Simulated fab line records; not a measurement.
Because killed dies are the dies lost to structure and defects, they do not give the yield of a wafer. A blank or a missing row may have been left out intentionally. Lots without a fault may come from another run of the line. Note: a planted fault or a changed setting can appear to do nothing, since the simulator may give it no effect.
Split-lot study -- flow n5Finfet -- 39 wafers read from 7 lots, route of 1938 steps

== ABOUT THE SPLIT ==
At N5_BEOL_M6_ETCH_62 (etches SOC in N2/H2, target depth 110 nm, overetch 22 nm, time 165 s), the setting timeS was moved away from the recipe's 165 s on 12 of the 39 wafers read, by -55.0% to +43.8%. This setting was run at the recipe's value on the other wafers.

The reading is taken at the split's own step.

== THE READING ==
SiARC_of_BEOL_M6_COAT_60.thkNm (the simulator's own value, which no gauge read), in nm, at N5_BEOL_M6_ETCH_62 (etches SOC in N2/H2, target depth 110 nm, overetch 22 nm, time 165 s). The file gives no usual value for it. Across the 27 wafers here that went through the recipe, the average is 28.3 nm and the standard deviation 0.23 nm.

wafer,"tool, chamber at the split","timeS as run, s",against the recipe,"SiARC_of_BEOL_M6_COAT_60.thkNm, nm",against lot-mates on the recipe
L077.1,"rieDiel-04, 0",165,recipe,28.4,-
L077.2,"rieDiel-04, 2",122.7,-25.6%,30.2,+1.8
L077.3,"rieDiel-04, 3",165,recipe,28.6,-
L077.4,"rieDiel-04, 1",165,recipe,28.2,-
L077.5,"rieDiel-04, 2",122.7,-25.6%,30.4,+2.0
L077.6,"rieDiel-04, 3",122.7,-25.6%,30.4,+2.0
L078.1,"rieDiel-04, 2",165,recipe,28.4,-
L078.2,"rieDiel-04, 0",237.3,+43.8%,25.2,-3.2
L078.3,"rieDiel-04, 3",165,recipe,28.6,-
L078.4,"rieDiel-04, 1",237.3,+43.8%,25.2,-3.2
L078.5,"rieDiel-04, 3",237.3,+43.8%,25.6,-2.8
L078.6,"rieDiel-04, 0",165,recipe,28.2,-
L079.1,"rieDiel-05, 0",165,recipe,28.6,-
L079.2,"rieDiel-05, 3",165,recipe,28.4,-
L079.3,"rieDiel-05, 1",165,recipe,28.2,-
L079.4,"rieDiel-05, 3",165,recipe,28.4,-
L079.5,"rieDiel-05, 1",165,recipe,28.2,-
L079.6,"rieDiel-05, 0",165,recipe,28.4,-
L084.1,"rieDiel-04, 3",165,recipe,28.4,-
L084.2,"rieDiel-04, 0",165,recipe,28,-
L084.3,"rieDiel-04, 2",165,recipe,27.8,-
L084.4,"rieDiel-04, 1",165,recipe,28.2,-
L084.5,"rieDiel-04, 1,2",165,recipe,28,-
L084.6,"rieDiel-04, 1,2",165,recipe,28,-
L089.1,"rieDiel-02, 3",74.28,-55.0%,32,+3.5
L089.2,"rieDiel-02, 2",74.28,-55.0%,32.2,+3.7
L089.3,"rieDiel-02, 1",165,recipe,28.6,-
L089.4,"rieDiel-02, 0",165,recipe,28.2,-
L089.5,"rieDiel-02, 3",74.28,-55.0%,32,+3.5
L089.6,"rieDiel-02, 2",165,recipe,28.8,-
L090.2,"rieDiel-04, 3",165,recipe,28.6,-
L090.3,"rieDiel-04, 2",165,recipe,28.2,-
L090.6,"rieDiel-04, 3",165,recipe,28.4,-
L095.1,"rieDiel-05, 3",165,recipe,28.4,-
L095.2,"rieDiel-05, 1",205.9,+24.8%,26.4,-1.9
L095.3,"rieDiel-05, 2",205.9,+24.8%,26.8,-1.5
L095.4,"rieDiel-05, 0",165,recipe,28.2,-
L095.5,"rieDiel-05, 1",165,recipe,28.2,-
L095.6,"rieDiel-05, 0",205.9,+24.8%,26.6,-1.7
The file does not say which wafer passed through which chamber wherever a row lists several chambers: such a row stands for several wafers.

FIT RESULTS
A straight line over all 39 wafers: SiARC_of_BEOL_M6_COAT_60.thkNm changes by -0.0693 nm for each +1% of timeS; r = -0.99; the points scatter about the line by 0.22 nm.
The same after taking each lot's own level away (the mean of its wafers on the recipe; 39 wafers): -0.0675 nm for each +1%; r = -0.99; scatter 0.19 nm.
According to that fit, moving timeS by its largest amount changes the reading by 3.7 nm.
From 28.07 to 28.53 nm: that is the span of the lots' own levels, equal to 2.1 times the standard deviation above.
The two slopes agree, so the slope changes little with the lot-to-lot level.
Check: +3.76 nm against its lot-mates is what the line predicts for one of the wafers moved furthest among these (-55.0%) when that wafer is left out of the fit. It came out at +3.47 nm against them.

== FURTHER SPLITS ON THESE WAFERS ==
Before the reading, these wafers also passed through other splits. Each is held against what the fit with the lots' levels taken away leaves over:
other split on the same wafers,wafers away from the commonest value,r with SiARC_of_BEOL_M6_COAT_60.thkNm (lot level and that fit taken away)
N5_BEOL_M6_ILD_DEP_00 timeS,15,-0.05

== THE WHOLE CHAIN: every reading that the file lists as answering this split, in the file's order ==
step,what it does,reading,change (the file's fit),r (the file's)
N5_BEOL_M6_ETCH_62,"etches SOC in N2/H2, target depth 110 nm, overetch 22 nm, time 165 s","etch.depthNm (the simulator's own value, which no gauge read)","not straight: 59.28 at the lowest setting, 100.1 at the recipe, 100.4 at the highest",not given
N5_BEOL_M6_ETCH_62,"etches SOC in N2/H2, target depth 110 nm, overetch 22 nm, time 165 s","SiARC_of_BEOL_M6_COAT_60.thkNm (the simulator's own value, which no gauge read)",-0.0675 nm for each +1% of the setting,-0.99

== THE FILE'S OWN FIT ==
SiARC_of_BEOL_M6_COAT_60.thkNm changes by -0.0675 nm for each +1% of timeS, r = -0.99.
